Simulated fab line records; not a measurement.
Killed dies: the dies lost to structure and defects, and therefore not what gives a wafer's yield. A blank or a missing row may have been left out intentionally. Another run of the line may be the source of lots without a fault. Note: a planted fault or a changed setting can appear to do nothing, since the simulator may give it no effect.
8D (eight disciplines) problem report, filled in by code / flow nandHarc / the parts of the form that need people (team, actions taken, sign-off) are left out

== 1. THE ISSUE ==
Wafers without a fault read 188.45 W, standard deviation 0.14; heaterPowerTotalW at NHARC_P_CONTACT_SOFTBAKE_07 reads a mean of 323.25 W on 6 wafers belonging to 2 lots. That is +99 or more standard deviations from the usual mean.
The step: time 55 s.
First seen on wafer L471.4, day 13 01:00, on lithoTrack-01. Wafers with a number at this step in the record: 36, from 12 lots. Rule for "out" (also "out of limits"): further than 4 standard deviations from the usual mean. Any other wafer with a number is counted as sound.

== 2. WHAT IT IS, WHAT IT ISN'T ==
question=which readings at this step | is=heaterPowerTotalW | is not=resistLineTempC
question=which lots | is=L471, L473 | is not=L454, L455, L457, L459, L460, L461, L463, L475, L476, L477
question=which wafers of those lots | is=all that have a number | is not=-
question=read on which tools | is=lithoTrack-01 | is not=lithoTrack-04, lithoTrack-06
question=when | is=from day 13 01:00 | is not=up to then (21 sound wafers); but 9 sound wafers of L475, L476, L477 came after

== 3. SUSPECTS, AND WHAT RULES EACH OUT ==
Counting: a tool stays on the suspect list if, at a process step up to the reading, it processed all lots that are out and no sound lot following the first of them.
- lithoTrack-01 at NHARC_P_CONTACT_SOFTBAKE_07 (time 55 s): kept. Every lot that is out went through it, starting with L471 (day 13 01:00), and after that it ran no sound lot; the last sound lot it ran before then is L461 (day 8 16:00). Its own heaterPowerTotalW readings are out on those wafers.
Left after counting: lithoTrack-01 at NHARC_P_CONTACT_SOFTBAKE_07.

== 4. THE CAUSE (what the simulator had put in) ==
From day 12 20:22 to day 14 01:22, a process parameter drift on lithoTrack-01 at NHARC_P_CONTACT_SOFTBAKE_07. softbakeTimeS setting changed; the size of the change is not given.
The count eliminated every tool but this one.

== 5. THE CHAIN OF EFFECTS, in route order ==
Rows list readings where the struck wafers' mean (over those with a number) sits beyond 3 standard deviations from the usual. Only readings for which the record gives a usual standard deviation are gone through. hours: the time from each lot's start at the first step in this table that gives one to its start at this step, as a median over the lots. sigmas: the change in usual standard deviations.
hours=0; step=NHARC_P_CONTACT_SOFTBAKE_07; reading=heaterPowerTotalW; usual=188.45 W; on struck wafers=323.25; change=+134.80; sigmas=+99 or more
Here are the process steps it includes:
- NHARC_P_CONTACT_SOFTBAKE_07: time 55 s.
Later measuring or inspecting steps at which every struck wafer that the step has a row for has a number for every such reading, and none has moved that far: NHARC_END_SORT_01.

== 6. HOW IT WOULD HAVE BEEN CAUGHT EARLIER ==
In this record no reading fell out of limits until day 13 01:00, 5 hours after the fault had begun at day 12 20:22.
